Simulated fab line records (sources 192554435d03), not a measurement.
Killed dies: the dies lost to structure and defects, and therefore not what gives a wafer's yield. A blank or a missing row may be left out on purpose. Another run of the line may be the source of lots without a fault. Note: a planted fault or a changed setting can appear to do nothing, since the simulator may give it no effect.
Which of the tools did it? | flow n5_finfet | 24 lots, 72 wafers sampled, at 6 steps of a route of 1938

== WHAT THE GAUGES READ, wafer by wafer ==
N5_BEOL_M0_CUTY_CD_MEAS_57 targets a cd of 200 nm. Usual: 199.6 nm for cd_nm, sd 1.1.
lot  | measured     | on        | cd_nm (nm)        | flag
L074 | day 5 18:38  | cd_sem-03 | 200.1 201.0 200.4 |
L075 | day 6 01:11  | cd_sem-01 | 200.6 200.5 198.8 |
L076 | day 6 08:40  | cd_sem-02 | 199.0 199.4 199.0 |
L077 | day 6 12:24  | cd_sem-03 | 199.6 198.8 199.8 |
L078 | day 6 23:19  | cd_sem-02 | 198.3 199.2 199.8 |
L079 | day 7 02:09  | cd_sem-03 | 199.6 199.2 199.7 |
L080 | day 7 15:57  | cd_sem-01 | 199.1 197.9 197.3 |
L081 | day 7 17:07  | cd_sem-02 | 199.2 199.9 201.1 |
L082 | day 7 21:24  | cd_sem-03 | 200.8 199.8 200.4 |
L083 | day 8 03:37  | cd_sem-03 | 200.5 200.7 201.1 |
L084 | day 8 08:58  | cd_sem-01 | 200.1 199.7 199.6 |
L085 | day 8 14:10  | cd_sem-02 | 201.9 199.3 200.3 |
L086 | day 9 01:08  | cd_sem-01 | 198.9 199.9 200.0 |
L087 | day 9 06:16  | cd_sem-03 | 202.6 199.3 201.1 |
L088 | day 9 11:33  | cd_sem-01 | 198.2 198.2 198.2 |
L089 | day 9 15:11  | cd_sem-02 | 199.2 198.0 199.0 |
L090 | day 9 22:53  | cd_sem-02 | 197.9 199.0 198.9 |
L091 | day 10 06:56 | cd_sem-02 | 199.6 200.7 200.3 |
L092 | day 10 11:04 | cd_sem-01 | 198.8 199.7 200.2 |
L093 | day 10 18:43 | cd_sem-03 | 198.5 199.7 199.8 |
L094 | day 10 21:37 | cd_sem-03 | 199.4 199.8 200.2 |
L095 | day 10 22:14 | cd_sem-03 | 199.8 197.2 196.9 |
L096 | day 11 13:34 | cd_sem-01 | 199.9 199.1 198.1 |
L097 | day 11 19:14 | cd_sem-02 | 201.7 201.6 200.1 |

N5_BEOL_M1_CD_MEAS_11 targets a cd of 17.05 nm. Usual: 17.03 nm for cd_nm, sd 0.25.
lot  | measured     | on        | cd_nm (nm)        | flag
L074 | day 6 04:02  | cd_sem-03 | 17.57 17.40 17.51 |
L075 | day 6 07:49  | cd_sem-03 | 17.19 16.75 16.67 |
L076 | day 6 19:28  | cd_sem-01 | 16.91 16.93 17.03 |
L077 | day 6 21:02  | cd_sem-02 | 16.95 16.86 16.82 |
L078 | day 7 07:34  | cd_sem-02 | 16.67 16.63 16.84 |
L079 | day 7 08:50  | cd_sem-02 | 17.20 17.01 16.79 |
L080 | day 7 22:01  | cd_sem-02 | 16.72 17.15 16.82 |
L081 | day 8 01:45  | cd_sem-01 | 16.64 16.87 17.11 |
L082 | day 8 09:11  | cd_sem-01 | 16.84 16.94 16.98 |
L083 | day 8 09:23  | cd_sem-02 | 16.68 17.20 17.49 |
L084 | day 8 16:40  | cd_sem-03 | 17.09 17.01 16.96 |
L085 | day 8 22:14  | cd_sem-03 | 16.93 17.14 16.99 |
L086 | day 9 08:31  | cd_sem-03 | 17.19 17.13 17.21 |
L087 | day 9 15:33  | cd_sem-03 | 17.26 17.26 17.42 |
L088 | day 9 21:01  | cd_sem-01 | 17.29 16.78 16.92 |
L089 | day 9 20:46  | cd_sem-03 | 16.92 17.52 17.08 |
L090 | day 10 05:23 | cd_sem-01 | 17.22 17.05 17.41 |
L091 | day 10 15:17 | cd_sem-01 | 16.50 16.99 17.08 |
L092 | day 10 21:02 | cd_sem-02 | 17.01 16.80 16.88 |
L093 | day 11 01:24 | cd_sem-02 | 16.87 17.09 17.15 |
L094 | day 11 05:32 | cd_sem-02 | 17.11 17.03 17.22 |
L095 | day 11 07:07 | cd_sem-02 | 17.35 16.96 17.37 |
L096 | day 11 20:19 | cd_sem-03 | 16.82 16.76 17.07 |
L097 | day 12 01:52 | cd_sem-02 | 16.91 17.06 16.99 |

== WHICH TOOL RAN EACH LOT (tool, then ch and the chambers of the sampled wafers, then the start) ==
lot  | N5_BEOL_M0_SAQP_RECESS_109         | N5_BEOL_M0_SAQP_SPACER2_ETCHBACK_27 | N5_BEOL_M0_HM_OPEN_105            | N5_BEOL_M0_CMP_120
L074 | vapor_etch-02 ch 0,1, day 5 15:14  | rie_diel-04 ch 1,2,3, day 5 16:07   | rie_metal-02 ch 0,1, day 5 22:43  | cmp-03 ch 0,2,3, day 6 02:40
L075 | vapor_etch-02 ch 0,1, day 5 22:31  | rie_diel-06 ch 0,1,3, day 5 23:12   | rie_metal-03 ch 0, day 6 01:52    | cmp-03 ch 2,3, day 6 04:57
L076 | vapor_etch-02 ch 0,1, day 6 03:35  | rie_diel-06 ch 1,2,3, day 6 05:22   | rie_metal-03 ch 0,1, day 6 10:09  | cmp-02 ch 0,2, day 6 15:58
L077 | vapor_etch-01 ch 0,1, day 6 09:48  | rie_diel-03 ch 0,1,2, day 6 10:28   | rie_metal-03 ch 0,1, day 6 16:02  | cmp-02 ch 0,3, day 6 19:13
L078 | vapor_etch-01 ch 0,1, day 6 20:22  | rie_diel-03 ch 0,1,2, day 6 21:07   | rie_metal-01 ch 0,1, day 7 01:04  | cmp-03 ch 0,1,2, day 7 06:18
L079 | vapor_etch-02 ch 0,1, day 6 23:22  | rie_diel-03 ch 1,2,3, day 7 00:04   | rie_metal-01 ch 0,1, day 7 04:41  | cmp-03 ch 0,1,3, day 7 07:40
L080 | vapor_etch-01 ch 0,1, day 7 11:45  | rie_diel-04 ch 1,2,3, day 7 13:22   | rie_metal-03 ch 0,1, day 7 17:35  | cmp-02 ch 0,2,3, day 7 20:46
L081 | vapor_etch-01 ch 0,1, day 7 13:19  | rie_diel-03 ch 2,3, day 7 14:54     | rie_metal-02 ch 0,1, day 7 17:34  | cmp-03 ch 0,1, day 7 20:53
L082 | vapor_etch-02 ch 0,1, day 7 18:19  | rie_diel-04 ch 0,2,3, day 7 19:05   | rie_metal-02 ch 1, day 8 01:30    | cmp-02 ch 0,1,3, day 8 05:41
L083 | vapor_etch-01 ch 0,1, day 7 23:11  | rie_diel-04 ch 0,1,3, day 8 00:22   | rie_metal-03 ch 0,1, day 8 04:07  | cmp-03 ch 0,1,3, day 8 07:03
L084 | vapor_etch-02 ch 0,1, day 8 05:59  | rie_diel-06 ch 0,3, day 8 06:51     | rie_metal-02 ch 1, day 8 09:42    | cmp-02 ch 1,2, day 8 14:00
L085 | vapor_etch-01 ch 0,1, day 8 11:08  | rie_diel-04 ch 0,1,3, day 8 12:04   | rie_metal-01 ch 0, day 8 17:35    | cmp-03 ch 1,2,3, day 8 20:14
L086 | vapor_etch-02 ch 0,1, day 8 21:03  | rie_diel-04 ch 0,1,3, day 8 22:55   | rie_metal-03 ch 0,1, day 9 04:02  | cmp-04 ch 0,1,2, day 9 06:50
L087 | vapor_etch-02 ch 0,1, day 9 02:14  | rie_diel-04 ch 0,1, day 9 03:56     | rie_metal-03 ch 0,1, day 9 06:53  | cmp-03 ch 1,2,3, day 9 11:31
L088 | vapor_etch-01 ch 0,1, day 9 08:40  | rie_diel-04 ch 0,1, day 9 09:19     | rie_metal-02 ch 0,1, day 9 16:07  | cmp-03 ch 1,2,3, day 9 19:40
L089 | vapor_etch-01 ch 0,1, day 9 12:08  | rie_diel-06 ch 0,1,3, day 9 13:11   | rie_metal-01 ch 1, day 9 16:00    | cmp-02 ch 1,2,3, day 9 19:37
L090 | vapor_etch-02 ch 0,1, day 9 19:52  | rie_diel-04 ch 1,2,3, day 9 20:47   | rie_metal-03 ch 0,1, day 10 00:05 | cmp-04 ch 1,2,3, day 10 03:13
L091 | vapor_etch-02 ch 0,1, day 10 04:20 | rie_diel-06 ch 1,3, day 10 05:07    | rie_metal-02 ch 0,1, day 10 09:32 | cmp-04 ch 2,3, day 10 12:15
L092 | vapor_etch-01 ch 0,1, day 10 08:05 | rie_diel-06 ch 0,1,3, day 10 08:47  | rie_metal-03 ch 0,1, day 10 13:56 | cmp-02 ch 0,1,2, day 10 18:43
L093 | vapor_etch-01 ch 0,1, day 10 14:38 | rie_diel-04 ch 0,1, day 10 16:38    | rie_metal-02 ch 0,1, day 10 19:49 | cmp-02 ch 0,1,3, day 10 23:13
L094 | vapor_etch-01 ch 0,1, day 10 17:15 | rie_diel-06 ch 1,3, day 10 18:55    | rie_metal-01 ch 0,1, day 10 22:01 | cmp-03 ch 0,2,3, day 11 02:20
L095 | vapor_etch-02 ch 0,1, day 10 18:58 | rie_diel-03 ch 1,2, day 10 20:08    | rie_metal-02 ch 1, day 11 00:59   | cmp-04 ch 0,1, day 11 05:32
L096 | vapor_etch-01 ch 0,1, day 11 10:01 | rie_diel-03 ch 0,1, day 11 10:43    | rie_metal-03 ch 0,1, day 11 14:38 | cmp-02 ch 0,2, day 11 17:48
L097 | vapor_etch-02 ch 0,1, day 11 16:20 | rie_diel-03 ch 1,2, day 11 17:04    | rie_metal-02 ch 0,1, day 11 19:46 | cmp-03 ch 2,3, day 12 00:31
- N5_BEOL_M0_SAQP_RECESS_109: chemistry HF/NH3, target SiO2, target depth 3 nm, afs cycles 1, sublimation time 60 s.
- N5_BEOL_M0_SAQP_SPACER2_ETCHBACK_27: etches SiO2 in CHF3/O2, target depth 22.5 nm, time 11.25 s.
- N5_BEOL_M0_HM_OPEN_105: chemistry Cl2/BCl3, target TiN, target depth 12 nm.
- N5_BEOL_M0_CMP_120: polishes, stops on SiOC, t overpolish 6.9 s.

== WHAT THE TOOLS THEMSELVES READ (means of the sampled wafers that have a number; where no wafer has one, the mark that the record gives instead) ==
N5_BEOL_M0_SAQP_RECESS_109. Usual: 6.0 A for drypump_motor_current_A, sd 0.36.
lot  | tool          | drypump_motor_current_A (A) | flag
L074 | vapor_etch-02 | 6.1                         |
L075 | vapor_etch-02 | 5.9                         |
L076 | vapor_etch-02 | 6.0                         |
L077 | vapor_etch-01 | 5.7                         |
L078 | vapor_etch-01 | 6.1                         |
L079 | vapor_etch-02 | 5.9                         |
L080 | vapor_etch-01 | 6.0                         |
L081 | vapor_etch-01 | 5.8                         |
L082 | vapor_etch-02 | 6.0                         |
L083 | vapor_etch-01 | 5.8                         |
L084 | vapor_etch-02 | 6.0                         |
L085 | vapor_etch-01 | 5.7                         |
L086 | vapor_etch-02 | 6.1                         |
L087 | vapor_etch-02 | 6.1                         |
L088 | vapor_etch-01 | 6.1                         |
L089 | vapor_etch-01 | 6.1                         |
L090 | vapor_etch-02 | 6.0                         |
L091 | vapor_etch-02 | 6.1                         |
L092 | vapor_etch-01 | 6.1                         |
L093 | vapor_etch-01 | 6.1                         |
L094 | vapor_etch-01 | 6.0                         |
L095 | vapor_etch-02 | 6.1                         |
L096 | vapor_etch-01 | 6.1                         |
L097 | vapor_etch-02 | 6.0                         |

N5_BEOL_M0_SAQP_SPACER2_ETCHBACK_27. Usual: drypump_motor_current_A 5.9 A, standard deviation 0.35; oes_product_au 0.77 a.u., standard deviation 0.084; rf_vpp_V 519 V, standard deviation 13; showerhead_plenum_p_Torr 2.37 Torr, standard deviation 0.092; throttle_valve_pct 18.90 %, standard deviation 0.21.
lot  | tool        | drypump_motor_current_A (A) | oes_product_au (a.u.) | rf_vpp_V (V) | showerhead_plenum_p_Torr (Torr) | throttle_valve_pct (%) | flag
L074 | rie_diel-04 | 6.0                         | 0.75                  | 533          | 2.43                            | 18.93                  |
L075 | rie_diel-06 | 5.9                         | 0.82                  | 512          | 2.35                            | 19.02                  |
L076 | rie_diel-06 | 6.0                         | 0.80                  | 519          | 2.41                            | 18.99                  |
L077 | rie_diel-03 | 6.0                         | 0.79                  | 511          | 2.37                            | 18.93                  |
L078 | rie_diel-03 | 6.0                         | 0.78                  | 511          | 2.37                            | 18.93                  |
L079 | rie_diel-03 | 5.8                         | 0.71                  | 510          | 2.33                            | 18.93                  |
L080 | rie_diel-04 | 5.9                         | 0.74                  | 531          | 2.42                            | 18.96                  |
L081 | rie_diel-03 | 6.2                         | 0.69                  | 510          | 2.36                            | 18.84                  |
L082 | rie_diel-04 | 5.7                         | 0.75                  | 530          | 2.36                            | 18.92                  |
L083 | rie_diel-04 | 5.8                         | 0.76                  | 519          | 2.36                            | 18.72                  |
L084 | rie_diel-06 | 5.8                         | 0.75                  | 503          | 2.33                            | 19.06                  |
L085 | rie_diel-04 | 5.8                         | 0.75                  | 518          | 2.36                            | 18.74                  |
L086 | rie_diel-04 | 5.7                         | 0.75                  | 519          | 2.36                            | 18.73                  |
L087 | rie_diel-04 | 6.0                         | 0.73                  | 523          | 2.44                            | 18.79                  |
L088 | rie_diel-04 | 5.7                         | 0.74                  | 521          | 2.37                            | 18.75                  |
L089 | rie_diel-06 | 5.9                         | 0.79                  | 511          | 2.34                            | 19.06                  |
L090 | rie_diel-04 | 6.0                         | 0.83                  | 532          | 2.42                            | 18.85                  |
L091 | rie_diel-06 | 6.1                         | 0.84                  | 511          | 2.36                            | 19.06                  |
L092 | rie_diel-06 | 5.9                         | 0.77                  | 510          | 2.34                            | 19.06                  |
L093 | rie_diel-04 | 5.7                         | 0.72                  | 521          | 2.37                            | 18.77                  |
L094 | rie_diel-06 | 6.1                         | 0.82                  | 511          | 2.36                            | 19.08                  |
L095 | rie_diel-03 | 5.9                         | 0.80                  | 512          | 2.32                            | 18.90                  |
L096 | rie_diel-03 | 5.7                         | 0.77                  | 512          | 2.33                            | 19.11                  |
L097 | rie_diel-03 | 6.2                         | 0.86                  | 510          | 2.34                            | 18.68                  |

N5_BEOL_M0_HM_OPEN_105. Usual: drypump_motor_current_A 5.8 A, standard deviation 0.35; he_backside_leak_sccm 3.26 sccm, standard deviation 0.19; oes_product_au 0.79 a.u., standard deviation 0.079; throttle_valve_pct 21.76 %, standard deviation 0.22.
lot  | tool         | drypump_motor_current_A (A) | he_backside_leak_sccm (sccm) | oes_product_au (a.u.) | throttle_valve_pct (%) | flag
L074 | rie_metal-02 | 5.8                         | 3.31                         | 0.76                  | 21.60                  |
L075 | rie_metal-03 | 5.6                         | 3.28                         | 0.78                  | 21.65                  |
L076 | rie_metal-03 | 5.8                         | 3.14                         | 0.80                  | 21.87                  |
L077 | rie_metal-03 | 5.8                         | 3.24                         | 0.80                  | 21.85                  |
L078 | rie_metal-01 | 5.3                         | 3.18                         | 0.84                  | 22.01                  |
L079 | rie_metal-01 | 5.4                         | 3.40                         | 0.72                  | 22.00                  |
L080 | rie_metal-03 | 5.8                         | 3.13                         | 0.80                  | 21.85                  |
L081 | rie_metal-02 | 6.1                         | 3.49                         | 0.76                  | 21.50                  |
L082 | rie_metal-02 | 6.3                         | 3.65                         | 0.76                  | 21.40                  |
L083 | rie_metal-03 | 5.7                         | 3.17                         | 0.79                  | 21.74                  |
L084 | rie_metal-02 | 6.3                         | 3.43                         | 0.76                  | 21.40                  |
L085 | rie_metal-01 | 5.2                         | 3.06                         | 0.93                  | 22.01                  |
L086 | rie_metal-03 | 5.8                         | 3.23                         | 0.79                  | 21.86                  |
L087 | rie_metal-03 | 5.7                         | 3.13                         | 0.78                  | 21.78                  |
L088 | rie_metal-02 | 5.8                         | 3.33                         | 0.74                  | 21.61                  |
L089 | rie_metal-01 | 5.5                         | 3.32                         | 1.00                  | 21.98                  |
L090 | rie_metal-03 | 5.8                         | 3.26                         | 0.78                  | 21.77                  |
L091 | rie_metal-02 | 5.9                         | 3.22                         | 0.74                  | 21.61                  |
L092 | rie_metal-03 | 5.8                         | 3.22                         | 0.78                  | 21.88                  |
L093 | rie_metal-02 | 6.1                         | 3.42                         | 0.75                  | 21.51                  |
L094 | rie_metal-01 | 5.3                         | 3.18                         | 0.91                  | 22.03                  |
L095 | rie_metal-02 | 6.3                         | 3.42                         | 0.75                  | 21.41                  |
L096 | rie_metal-03 | 5.8                         | 3.20                         | 0.78                  | 21.86                  |
L097 | rie_metal-02 | 6.1                         | 3.56                         | 0.74                  | 21.51                  |

N5_BEOL_M0_CMP_120. Usual: barrier_field_endpoint_s 3.63 s, standard deviation 0.17; clearing_platen_down_force_psi 1.5001 psi, standard deviation 0.0026; clearing_platen_rpm 50.000 rpm, standard deviation 0.027; motor_current_A 6.3 A, standard deviation 0.58; overpolish_run_s 6.900 s, standard deviation 0.0091; retaining_ring_pressure_frac 1.000, standard deviation 0.0053; time_to_endpoint_s 62 s, standard deviation 3.6.
lot  | tool   | barrier_field_endpoint_s (s) | clearing_platen_down_force_psi (psi) | clearing_platen_rpm (rpm) | motor_current_A (A) | overpolish_run_s (s) | retaining_ring_pressure_frac | time_to_endpoint_s (s) | flag
L074 | cmp-03 | 3.75                         | 1.4979                               | 50.006                    | 6.7                 | 6.901                | 1.003                        | 63                     |
L075 | cmp-03 | 3.83                         | 1.4982                               | 49.996                    | 6.5                 | 6.906                | 0.996                        | 64                     |
L076 | cmp-02 | 3.66                         | 1.5004                               | 50.001                    | 6.4                 | 6.902                | 0.995                        | 62                     |
L077 | cmp-02 | 3.53                         | 1.4997                               | 49.994                    | 6.0                 | 6.897                | 1.003                        | 59                     |
L078 | cmp-03 | 3.70                         | 1.4984                               | 50.000                    | 6.4                 | 6.897                | 0.995                        | 61                     |
L079 | cmp-03 | 3.60                         | 1.5022                               | 50.002                    | 6.6                 | 6.899                | 0.999                        | 58                     |
L080 | cmp-02 | 3.60                         | 1.5001                               | 50.024                    | 6.0                 | 6.901                | 1.005                        | 65                     |
L081 | cmp-03 | 3.72                         | 1.5003                               | 50.003                    | 6.0                 | 6.891                | 1.001                        | 61                     |
L082 | cmp-02 | 3.50                         | 1.4983                               | 50.013                    | 6.2                 | 6.902                | 1.004                        | 61                     |
L083 | cmp-03 | 3.57                         | 1.5000                               | 50.009                    | 6.6                 | 6.905                | 0.997                        | 60                     |
L084 | cmp-02 | 3.50                         | 1.5022                               | 49.999                    | 6.2                 | 6.895                | 1.003                        | 67                     |
L085 | cmp-03 | 3.60                         | 1.4994                               | 50.004                    | 6.2                 | 6.901                | 1.001                        | 64                     |
L086 | cmp-04 | 3.61                         | 1.5001                               | 49.993                    | 5.8                 | 6.900                | 1.000                        | 61                     |
L087 | cmp-03 | 3.72                         | 1.5018                               | 49.970                    | 6.0                 | 6.897                | 1.003                        | 61                     |
L088 | cmp-03 | 3.65                         | 1.4993                               | 50.015                    | 6.0                 | 6.886                | 1.003                        | 61                     |
L089 | cmp-02 | 3.64                         | 1.4998                               | 50.002                    | 6.0                 | 6.902                | 0.998                        | 61                     |
L090 | cmp-04 | 3.66                         | 1.4975                               | 50.001                    | 6.1                 | 6.907                | 1.001                        | 64                     |
L091 | cmp-04 | 3.72                         | 1.4992                               | 49.969                    | 5.6                 | 6.904                | 0.998                        | 66                     |
L092 | cmp-02 | 3.54                         | 1.4989                               | 49.993                    | 6.4                 | 6.914                | 1.000                        | 63                     |
L093 | cmp-02 | 3.46                         | 1.5030                               | 49.981                    | 6.4                 | 6.898                | 1.003                        | 57                     |
L094 | cmp-03 | 3.82                         | 1.5024                               | 50.014                    | 6.7                 | 6.900                | 1.000                        | 69                     |
L095 | cmp-04 | 3.49                         | 1.5013                               | 50.025                    | 6.0                 | 6.899                | 1.000                        | 58                     |
L096 | cmp-02 | 3.46                         | 1.4990                               | 49.976                    | 6.4                 | 6.901                | 0.998                        | 62                     |
L097 | cmp-03 | 3.67                         | 1.4981                               | 49.999                    | 6.2                 | 6.908                | 1.009                        | 65                     |

== THE ANSWER, worked out from the rows above alone ==
Rule: a lot is off if the mean of its wafers that have a number lies more than 3 standard deviations from the usual mean. A lot without any number at a reading at which 4 lots or more have one is off too. Where the step has rows for the other lots, those lots are counted as sound. First the gauges in route order, then the tools' own readings, where a lot's mean is used as printed above. At the first step where some lot is off, the reading lying furthest off is the one used; lots without a number count as furthest.
Across all readings shown, no lot is off: no conclusion can be drawn from this.

== WHAT THE SIMULATOR PUT IN ==
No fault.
